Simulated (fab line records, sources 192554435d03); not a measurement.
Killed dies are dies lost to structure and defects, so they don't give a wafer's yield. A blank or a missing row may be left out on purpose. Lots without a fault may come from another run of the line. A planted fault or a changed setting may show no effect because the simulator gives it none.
fab line records | flow n5_finfet
record lots=5 wafers=15 last_day=18
route steps=1938 shown HKMG_FIN@450 BEOL_M4@1111 PASSIVATION@1936
lots that met no fault: from a run of the same line without faults
start_h: hours from the record's first day to the start of the lot's first wafer shown | wait_h: hours since the lot's step before | " the same as in the row above | L1.1+2: a row that stands for several wafers | - no value, or no start given | * or withheld: withheld | < > ~ a bound
route shown NAME@n: a module of which the file shows steps, and the number in the route of the first | usual: mean/standard deviation of fault-free wafers | same: alike in all rows | chamber/n: place in a boat | sites: the reading at each site | _std_site: their standard deviation | _edge_site: outer sites' mean less inner sites' | radius_mm: how far each site lies from the wafer's centre | mask NAME#n: copy n | behind: the tool/chamber that last shaped the wafer | hold: why the lot was held/for how many hours/how that ended | device: the transistor (n, p or np) that didn't switch | end of line: the same wafers' tests at the end of the route | a step without rows: its recipe alone | killed: dies lost to structure and defects at the first sort, not the wafer's yield | map: a wafer's dies, x killed, . not, _ none there
set.NAME: the setting as run; set.NAME@STEP: as run at that earlier step | model.NAME: the simulator's own value behind a step, which no gauge read
lots at some steps of the route; a table a step, a row a wafer
services: from which hour (start_h, from the record's first day; less than 0 if before it) a tool's chamber was out of use, for how many hours, and why
## steps
# step N5_HKMG_FIN_COAT_66
# recipe resist=SOC temp_c=250 time_s=60 spin_rpm=1500 resist_thk_nm=300
# step N5_HKMG_FIN_ETCH_67
# recipe chemistry=N2/H2 target=SOC target_depth_a=3889 stop_on=TiN ion_energy_ev=100 bias_w=61 pressure_mtorr=30 source_w=850 n2_flow_sccm=200 h2_flow_sccm=200
# step N5_HKMG_FIN_STRIP_90
# recipe chemistry=N2/H2 material=SOC time_s=20 power_w=500 temp_c=40 pressure_mtorr=50 rf_frequency_hz=6e+07 bias_power_w=8 h2_frac=0.5 n2_flow_sccm=300 h2_flow_sccm=300
# usual drypump_motor_current_A=5.8/0.31 oes_product_au=0.82/0.095 power_w=500.3/1.6 rf_vpp_V=54.2/0.86 showerhead_plenum_p_Torr=3.37/0.12 throttle_valve_pct=19.0/0.56
# columns lot.wafer tool chamber start_h wait_h drypump_motor_current_A oes_product_au power_w rf_hours_counter_h rf_vpp_V showerhead_plenum_p_Torr throttle_valve_pct
L623.1 rie_diel-05 3 94.18 0.0 5.9 0.81 500.1 138 54.0 3.38 20.0
L623.2 " 1 " " 5.3 0.81 498.2 64 54.9 3.56 18.6
L623.5 " 3 " " 5.9 0.80 501.1 - 53.1 3.38 20.0
L628.2 rie_diel-03 1 129.13 0.0 6.0 0.98 505.4 6 52.9 3.30 19.3
L628.3 " 0 " " 5.7 0.68 501.1 245 54.8 3.46 19.5
L628.4 " 2 " " 6.2 0.85 500.1 50 54.7 3.55 19.1
L631.1 rie_diel-05 2 146.01 0.0 6.2 0.94 499.2 16 53.9 3.38 18.1
L631.2 " 0 " " 5.6 0.72 500.5 215 53.4 3.32 19.0
L631.3 " 3 " " 5.9 0.79 501.7 159 53.7 3.37 20.1
L642.1 rie_diel-04 0 211.64 0.0 5.4 0.70 500.3 209 53.2 3.16 18.7
L642.4 " 3 " " 6.2 0.90 501.0 46 53.7 3.25 18.5
L642.6 " 2 " " 5.9 0.86 501.5 - 53.7 3.30 19.6
L643.1 rie_diel-04 2 215.59 0.0 5.8 0.85 503.0 36 54.2 3.30 19.6
L643.4 " 3 " " 6.2 0.90 500.7 48 55.0 3.25 18.6
L643.6 " 1 " " 6.0 0.67 502.0 - 53.7 3.17 18.5
# step N5_HKMG_FIN_WET_ETCH_73
# recipe chemistry=SC1 mix=1:2:40 temp_c=50 time_s=42.3 target_depth_nm=1.3 dry=ipa_marangoni rinse_time_s=30 rinse_temp_c=23
# step N5_HKMG_FIN_ETCHBACK_68
# recipe chemistry=Cl2/Ar stop_on=HfO2 target_depth_a=5 pressure_mtorr=10 icp_w=600 bias_w=60 Cl2_flow_sccm=40 Ar_flow_sccm=60
# usual drypump_motor_current_A=5.6/0.46 oes_product_au=0.74/0.1 throttle_valve_pct=20.78/0.22
# columns lot.wafer tool chamber start_h wait_h drypump_motor_current_A oes_product_au rf_hours_counter_h throttle_valve_pct
L623.1 rie_metal-03 0 94.34 0.0 6.3 0.81 27 20.47
L623.2 " 1 " " 6.0 0.79 29 20.74
L623.5 " 0 " " 6.3 0.81 - 20.49
L628.2 rie_metal-02 0 129.33 0.0 5.3 0.90 12 20.62
L628.3 " 0 " " 5.2 0.91 - 20.61
L628.4 " 1 " " 5.4 0.60 - 21.17
L631.1 rie_metal-03 0 146.17 0.0 6.3 0.79 32 20.49
L631.2 " 1 " " 6.0 0.76 34 20.79
L631.3 " 0 " " 6.3 0.79 - 20.49
L642.1 rie_metal-03 1 211.81 0.0 6.0 0.76 42 20.76
L642.4 " 1 " " 6.0 0.75 - 20.80
L642.6 " 0 " " 6.3 0.76 - 20.53
L643.1 rie_metal-03 1 215.75 0.0 6.0 0.75 43 20.78
L643.4 " 0 " " 6.3 0.77 - 20.53
L643.6 " 0 " " 6.3 0.76 - 20.52
# step N5_HKMG_FIN_STRIP_69
# recipe chemistry=N2/H2 power_w=2500 temp_c=300 h2_frac=0.65 time_s=360 pressure_mtorr=withheld n2_flow_sccm=1750 h2_flow_sccm=3250
# usual drypump_motor_current_A=5.5/0.65 heater_power_w=457/19
# columns lot.wafer tool chamber start_h wait_h drypump_motor_current_A heater_power_w rf_hours_counter_h
L623.1 plasma_asher-02 0 94.48 0.1 5.4 448 42
L623.2 " 1 " " 5.1 440 42
L623.5 " 1 " " 5.1 432 -
L628.2 plasma_asher-02 0 129.47 0.1 5.4 434 54
L628.3 " 0 " " 5.4 450 -
L628.4 " 1 " " 5.1 431 -
L631.1 plasma_asher-02 0 146.31 0.1 5.4 439 60
L631.2 " 1 " " 5.1 436 60
L631.3 " 0 " " 5.5 459 -
L642.1 plasma_asher-01 1 211.95 0.1 5.0 487 102
L642.4 " 1 " " 5.0 484 -
L642.6 " 1 " " 5.0 480 -
L643.1 plasma_asher-01 1 215.89 0.1 5.0 477 103
L643.4 " 1 " " 5.0 465 -
L643.6 " 0 " " 6.8 472 -
# step N5_HKMG_FIN_ALD_21
# recipe material=TiN target_thk_a=15 temp_c=400 ald_precursor_family=TiCl4 ald_co_reactant=NH3 pulse_time_s=1 purge_time_s=3 co_reactant_purge_time_s=2 co_reactant_pulse_time_s=2 ald_cycles=68 pressure_torr=3
# step N5_HKMG_FIN_ALD_72
# recipe material=W target_thk_a=20 temp_c=300 pressure_torr=7.5 ald_precursor_family=WF6 ald_co_reactant=B2H6 pulse_time_s=1 purge_time_s=2 co_reactant_purge_time_s=2 co_reactant_pulse_time_s=3 ald_cycles=7
# usual heater_power_w=482/39 precursor_pulse_height_rel=0.998/0.019
# same ald_cycles=7 purge_time_s=2
# columns lot.wafer tool chamber start_h wait_h heater_power_w precursor_pulse_height_rel
L623.1 cvd_w-01 1 95.23 0.2 522 0.994
L623.2 " 0 " " 410 0.986
L623.5 " 0 " " 414 0.976
L628.2 cvd_w-01 0 130.21 0.2 423 1.030
L628.3 " 0 " " 420 1.015
L628.4 " 1 " " 515 0.978
L631.1 cvd_w-01 1 147.05 0.2 515 0.941
L631.2 " 0 " " 418 0.956
L631.3 " 1 " " 518 0.983
L642.1 cvd_w-01 0 212.69 0.2 432 0.974
L642.4 " 0 " " 418 1.002
L642.6 " 1 " " 536 1.014
L643.1 cvd_w-02 1 216.64 0.2 478 0.964
L643.4 " 1 " " 480 0.989
L643.6 " 1 " " 467 0.984
# step N5_HKMG_FIN_W_FILL_22
# recipe material=W target_thk_a=600 temp_c=400 pressure_torr=39.4 time_s=18.2
# step N5_HKMG_FIN_PRECLEAN_83
# recipe chemistry=DIW time_s=57.5 temp_c=23
# step N5_HKMG_FIN_SRD_84
# recipe dry_time_s=32 dry=n2_spin spin_rpm=1500
# step N5_HKMG_FIN_CMP_23
# recipe stop_on=SiNx t_overpolish_s=10 post_cmp_clean=rinse_only down_force_psi=4 platen_rpm=50.289 pad_velocity_m_s=1.0006 target_thk_nm=46.326
# usual motor_current_A=12.1/1.3 overpolish_run_s=10.000/0.0089 platen_rpm=50.29/0.035 retaining_ring_pressure_frac=1.000/0.0055 time_to_endpoint_s=10/3
# columns lot.wafer tool chamber start_h wait_h motor_current_A overpolish_run_s platen_rpm retaining_ring_pressure_frac time_to_endpoint_s
L623.1 cmp-01 3 95.40 0.0 13.4 10.019 50.26 1.005 9
L623.2 " 2 " " 10.8 9.998 50.35 1.000 9
L623.5 " 0 " " 13.5 9.986 50.22 1.003 10
L628.2 cmp-01 3 130.45 0.1 13.5 10.003 50.30 0.996 10
L628.4 " 1 " " 11.1 9.993 50.34 0.994 8
L628.3 " 2 " " 10.8 9.991 50.29 1.004 10
L631.3 cmp-03 0 147.30 0.1 11.3 9.994 50.27 1.012 8
L631.1 " 1 " " 14.8 10.013 50.27 1.006 9
L631.2 " 2 " " 12.3 9.988 50.30 0.995 5
L642.1 cmp-03 3 212.86 0.0 12.2 9.997 50.30 0.995 8
L642.4 " 0 " " 11.0 9.997 50.27 1.000 9
L642.6 " 0 " " 10.5 10.005 50.26 1.011 12
L643.4 cmp-04 1 216.89 0.1 9.7 9.992 50.26 1.004 10
L643.1 " 2 " " 11.7 9.996 50.30 0.999 16
L643.6 " 1 " " 9.4 10.004 50.31 0.998 7
# step N5_HKMG_FIN_CMP_94
# recipe stop_on=SiNx post_cmp_clean=w_dilute_nh4oh t_overpolish_s=4.7 down_force_psi=4 platen_rpm=50.289 pad_velocity_m_s=1.0006 target_thk_nm=43.299
# usual motor_current_A=12.1/1.3 platen_rpm=50.29/0.037 retaining_ring_pressure_frac=1.001/0.0054
# columns lot.wafer tool chamber start_h wait_h motor_current_A platen_rpm retaining_ring_pressure_frac
L623.1 cmp-01 3 95.88 0.4 13.0 50.30 0.992
L623.2 " 2 " " 11.0 50.29 1.007
L623.5 " 0 " " 13.2 50.30 1.002
L628.2 cmp-01 3 130.93 0.4 13.9 50.29 0.991
L628.4 " 1 " " 10.1 50.35 1.000
L628.3 " 2 " " 10.9 50.26 1.007
L631.3 cmp-03 0 147.73 0.3 11.0 52.28 0.999
L631.1 " 1 " " 14.2 50.28 0.998
L631.2 " 2 " " 11.7 50.32 0.992
L642.1 cmp-03 3 213.34 0.4 12.6 50.29 0.990
L642.4 " 0 " " 11.0 50.29 0.997
L642.6 " 0 " " 10.4 50.24 1.005
L643.4 cmp-04 1 217.32 0.3 9.7 50.33 0.998
L643.1 " 2 " " 11.8 50.28 0.993
L643.6 " 1 " " 9.4 50.29 1.000
# step N5_BEOL_M4_RC_MEAS_101
# usual DIBL_N=36.2/2.4 DIBL_P=36.2/2.6 IOFF_N=0.16/0.045 IOFF_P=0.21/0.046 ION_N=674/17 ION_P=463/11 SS_N=71.5/0.77 SS_P=73.1/0.76 VT_N=250/3.9 VT_P=-250/3.9
# columns lot.wafer tool chamber start_h wait_h DIBL_N[mV/V] DIBL_P[mV/V] IOFF_N[nA/um] IOFF_P[nA/um] ION_N[uA/um] ION_P[uA/um] SS_N[mV/dec] SS_P[mV/dec] VT_N[mV] VT_P[mV]
L623.1 prober-01 0 178.63 0.0 38.9 40.6 0.21 0.28 698 477 72.1 74.6 247 -247
L623.2 " 0 " " 40.5 41.5 0.31 0.33 690 467 73.4 74.5 242 -244
L623.5 " 0 " " 41.3 43.8 0.30 0.38 712 488 73.2 74.9 242 -243
L628.2 prober-02 0 240.86 0.2 33.0 34.8 0.11 0.15 671 462 70.8 71.3 256 -256
L628.3 " 0 " " 34.4 34.3 0.11 0.14 629 434 72.0 71.5 256 -257
L628.4 " 0 " " 36.4 38.0 0.14 0.18 659 457 72.1 73.3 252 -253
L631.1 prober-01 0 247.54 0.0 34.5 34.6 0.13 0.20 675 469 70.3 72.8 252 -245
L631.2 " 0 " " 33.8 32.5 0.12 0.17 668 463 70.4 71.4 253 -250
L631.3 " 0 " " 33.3 33.4 0.10 0.17 649 461 70.9 72.2 258 -253
L642.1 prober-02 0 309.30 0.0 35.2 35.1 0.15 0.21 679 465 72.0 73.7 249 -250
L642.4 " 0 " " 32.8 33.1 0.10 0.18 656 462 71.3 72.2 255 -251
L642.6 " 0 " " 33.7 34.3 0.12 0.20 656 460 71.1 72.1 253 -251
L643.1 prober-01 0 319.41 0.8 38.5 38.9 0.22 0.28 699 476 71.9 73.4 246 -245
L643.4 " 0 " " 34.5 34.9 0.16 0.22 698 479 71.4 72.1 247 -247
L643.6 " 0 " " 37.4 37.8 0.19 0.26 679 463 71.9 73.5 248 -245
# step N5_PASSIVATION_PROBE_49
# usual defect_limited_yield=91.2/1.4 killed_at_M0_to_M3=33/9.5 killed_at_M4_up=13/4.7 killed_at_contacts=11/5.3 killed_at_front_end=42/12 killed_at_other=5/3.3 killed_dies=104/17 killed_open=67/12 killed_short=33/7.7 sort_bin_4_leakage=0.01/0.058 sort_bin_5_function=5.1/0.94 sort_bin_6_memory=3.3/0.67 sort_bin_8_speed=0.1/1.3 sort_n_pass=1074/24 sort_yield_pct=91.1/2
# same gross_dies=1180 killed_at_back_side=0
# columns lot.wafer tool chamber start_h wait_h defect_limited_yield[%] killed_at_M0_to_M3 killed_at_M4_up killed_at_contacts killed_at_front_end killed_at_other killed_dies killed_open killed_short sort_bin_4_leakage[%] sort_bin_5_function[%] sort_bin_6_memory[%] sort_bin_8_speed[%] sort_n_pass sort_yield_pct[%]
L623.1 prober-01 - 262.16 0.0 92.9 44 6 6 28 0 84 55 28 0 4.3 2.7 0 1096 92.9
L623.2 prober-01 - 262.21 0.1 92.5 42 13 8 24 1 88 59 29 0.42 4.2 2.8 0 1087 92.1
L623.5 prober-01 - 262.36 0.2 89.0 69 15 8 38 0 130 85 42 0.08 5.8 4.7 0 1049 88.9
L628.2 prober-02 - 345.63 0.1 88.9 44 18 16 47 6 131 79 48 0 6.2 4.4 0 1049 88.9
L628.3 prober-02 - 345.68 0.1 89.6 36 12 19 55 1 123 80 41 0 6.5 3.4 15.3 877 74.3
L628.4 prober-02 - 345.73 0.2 88.7 34 21 23 48 7 133 83 40 0 7.2 3.6 0 1047 88.7
L631.1 prober-02 - 356.95 0.0 92.6 28 17 10 29 3 87 54 23 0 3.7 3.0 0 1093 92.6
L631.2 prober-02 - 357.00 0.1 90.6 42 26 7 34 2 111 64 40 0 5.8 3.1 0 1069 90.6
L631.3 prober-02 - 357.05 0.1 90.3 40 8 9 56 2 115 77 36 0 5.8 3.6 0.1 1065 90.3
L642.1 prober-01 - 419.00 0.0 91.7 24 14 17 34 9 98 63 34 0 4.9 3.2 0 1082 91.7
L642.4 prober-01 - 419.15 0.2 89.7 17 12 14 68 10 121 88 33 0 5.8 3.9 0 1059 89.7
L642.6 prober-01 - 419.25 0.3 90.8 39 4 21 39 6 109 65 42 0 6.0 2.9 0 1071 90.8
L643.1 prober-02 - 432.29 0.0 90.5 24 14 17 54 3 112 69 41 0 4.5 4.5 0 1068 90.5
L643.4 prober-02 - 432.44 0.2 91.4 21 13 7 56 5 102 65 34 0 5.5 2.8 0 1078 91.4
L643.6 prober-02 - 432.54 0.3 91.9 28 11 7 47 2 95 65 29 0 4.5 3.1 0 1085 91.9
# killed by level:class
L623.1 BEOL_M0_SAQP:geometric_particle:short=11 BEOL_M0_SAQP:geometric_particle:open=10 BEOL_M3:geometric_particle:open=8 FIN_SAQP:geometric_particle:open=7 BEOL_M2:geometric_particle:open=7 FIN_SAQP:geometric_particle:short=6 DUMMY_GATE:geometric_particle:open=5 MOL_CONTACT_COAG:geometric_particle:open=5
L623.2 BEOL_M0_SAQP:geometric_particle:short=12 BEOL_M1:geometric_particle:open=10 MOL_CONTACT_COAG:geometric_particle:open=8 BEOL_M0_SAQP:geometric_particle:open=7 GATE_CUT:geometric_particle:open=6 BEOL_M3:geometric_particle:open=5 FIN_SAQP:geometric_particle:open=4 STARTING-WAFER:geometric_particle:short=4
L623.5 BEOL_M0_SAQP:geometric_particle:open=21 BEOL_M0_SAQP:geometric_particle:short=13 BEOL_M3:geometric_particle:open=10 BEOL_M2:geometric_particle:open=9 FIN_SAQP:geometric_particle:open=7 GATE_CUT:geometric_particle:open=6 BEOL_M8:geometric_particle:open=6 GATE_CUT:geometric_particle:short=5
L628.2 BEOL_M0_SAQP:geometric_particle:short=16 BEOL_M0_SAQP:geometric_particle:open=14 MOL_CONTACT_COAG:geometric_particle:open=13 BEOL_M3:geometric_particle:open=9 STI_FIN_REVEAL:geometric_particle:open=8 FIN_SAQP:geometric_particle:short=7 DUMMY_GATE:geometric_particle:open=6 GATE_CUT:geometric_particle:open=5
L628.3 BEOL_M0_SAQP:geometric_particle:open=18 MOL_CONTACT_COAG:geometric_particle:open=16 STI_FIN_REVEAL:geometric_particle:open=15 FIN_SAQP:geometric_particle:short=11 BEOL_M0_SAQP:geometric_particle:short=9 GATE_CUT:geometric_particle:short=7 BEOL_M3:geometric_particle:open=6 GATE_CUT:geometric_particle:open=5
L628.4 MOL_CONTACT_COAG:geometric_particle:open=20 FIN_SAQP:geometric_particle:open=14 BEOL_M0_SAQP:geometric_particle:short=10 BEOL_M0_SAQP:geometric_particle:open=9 FIN_SAQP:geometric_particle:short=8 PASSIVATION:area_etch=6 GATE_CUT:geometric_particle:open=5 BEOL_M2:geometric_particle:open=5
L631.1 STI_FIN_REVEAL:geometric_particle:open=8 MOL_CONTACT_COAG:geometric_particle:open=8 BEOL_M0_SAQP:geometric_particle:open=8 BEOL_M0_SAQP:geometric_particle:short=7 HKMG_FIN:area_etch=6 BEOL_M2:geometric_particle:open=4 BEOL_M3:geometric_particle:open=4 FIN_SAQP:geometric_particle:open=3
L631.2 BEOL_M4:geometric_particle:open=13 BEOL_M0_SAQP:geometric_particle:short=10 BEOL_M0_SAQP:geometric_particle:open=9 STI_FIN_REVEAL:geometric_particle:open=6 DUMMY_GATE:geometric_particle:open=5 BEOL_M3:geometric_particle:short=5 FIN_SAQP:geometric_particle:open=4 GATE_CUT:geometric_particle:short=4
L631.3 STI_FIN_REVEAL:geometric_particle:open=19 BEOL_M1:geometric_particle:open=13 BEOL_M0_SAQP:geometric_particle:short=10 FIN_SAQP:geometric_particle:open=8 MOL_CONTACT_COAG:geometric_particle:open=8 STI_FIN_REVEAL:geometric_particle:short=6 ILD0:geometric_particle:open=5 BEOL_M0_SAQP:geometric_particle:open=5
L642.1 MOL_CONTACT_COAG:geometric_particle:open=14 FIN_SAQP:geometric_particle:short=9 STI_FIN_REVEAL:geometric_particle:open=8 BEOL_M4:geometric_particle:open=7 DUMMY_GATE:geometric_particle:open=5 BEOL_M0_SAQP:geometric_particle:open=5 BEOL_M0_SAQP:geometric_particle:short=4 BEOL_M2:geometric_particle:open=4
L642.4 STI_FIN_REVEAL:geometric_particle:open=27 FIN_SAQP:geometric_particle:open=12 MOL_CONTACT_COAG:geometric_particle:open=12 FIN_SAQP:geometric_particle:short=7 BEOL_M0_SAQP:geometric_particle:open=6 STI_FIN_REVEAL:geometric_particle:short=5 MIM_TOP:geometric_particle:open=5 BEOL_M0_SAQP:geometric_particle:short=5
L642.6 MOL_CONTACT_COAG:geometric_particle:open=19 BEOL_M0_SAQP:geometric_particle:short=19 BEOL_M0_SAQP:geometric_particle:open=12 STI_FIN_REVEAL:geometric_particle:open=8 FIN_SAQP:geometric_particle:open=6 BEOL_M3:geometric_particle:open=5 STARTING-WAFER:geometric_particle:short=5 FIN_SAQP:geometric_particle:short=4
L643.1 MOL_CONTACT_COAG:geometric_particle:open=15 FIN_SAQP:geometric_particle:short=14 FIN_SAQP:geometric_particle:open=11 STI_FIN_REVEAL:geometric_particle:open=10 BEOL_M0_SAQP:geometric_particle:open=6 BEOL_M2:geometric_particle:open=6 BEOL_M4:geometric_particle:open=5 BEOL_M0_SAQP:geometric_particle:short=5
L643.4 FIN_SAQP:geometric_particle:open=24 FIN_SAQP:geometric_particle:short=16 BEOL_M3:geometric_particle:open=7 BEOL_M5:geometric_particle:open=5 BEOL_M1:geometric_particle:open=5 STI_FIN_REVEAL:geometric_particle:open=4 MOL_CONTACT_COAG:geometric_particle:open=4 BEOL_M6:geometric_particle:open=4
L643.6 FIN_SAQP:geometric_particle:open=14 FIN_SAQP:geometric_particle:short=13 BEOL_M1:geometric_particle:open=9 STI_FIN_REVEAL:geometric_particle:open=8 BEOL_M0_SAQP:geometric_particle:short=7 BEOL_M3:geometric_particle:open=7 MOL_CONTACT_COAG:geometric_particle:open=6 BEOL_M4:geometric_particle:open=5
## services
# columns tool chamber start_h hours kind
rie_diel-05 2 71.65 3.2 repair
rie_diel-05 1 71.87 4.6 repair
rie_diel-05 2 77.21 - clean
rie_diel-05 2 77.21 - consumable_replace:focus_ring
rie_diel-05 2 77.21 19.9 scheduled_down
rie_diel-05 2 77.21 19.9 vent_cycle
rie_diel-04 2 82.28 - clean
rie_diel-04 2 82.28 - consumable_replace:focus_ring
cvd_w-02 - 87.57 0.8 repair
plasma_asher-01 - 96.73 40.1 repair
rie_diel-04 - 102.73 1.1 repair
cvd_w-02 - 109.49 2.8 pm
cvd_w-02 - 125.32 3.8 pm
rie_diel-05 2 126.24 11.1 repair
cmp-03 - 127.42 2.5 repair
cmp-01 - 127.62 1.1 repair
cmp-01 - 173.37 2.0 repair
cmp-03 - 191.33 3.6 pm
cmp-04 - 191.92 2.2 repair
rie_diel-03 3 191.96 1.7 repair
cmp-04 - 201.79 0.5 repair
cvd_w-02 1 202.79 1.5 repair
rie_diel-03 0 210.20 8.6 repair
cvd_w-02 - 214.51 1.1 repair
## key
first_sign step=N5_HKMG_FIN_CMP_94 reading=platen_rpm direction=up sigmas=54 usual=50.29 struck=52.28
effect none on later readings
met_at N5_HKMG_FIN_CMP_94
struck_wafers L631.3
fault kind=process_parameter_drift tool=cmp-03 chamber=0 onset_h=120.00 steps=N5_HKMG_FIN_CMP_94 channel=platen_rpm offset=2.0116 shape=step end_h=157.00 acts_in=these_recipes_only stated=50.289
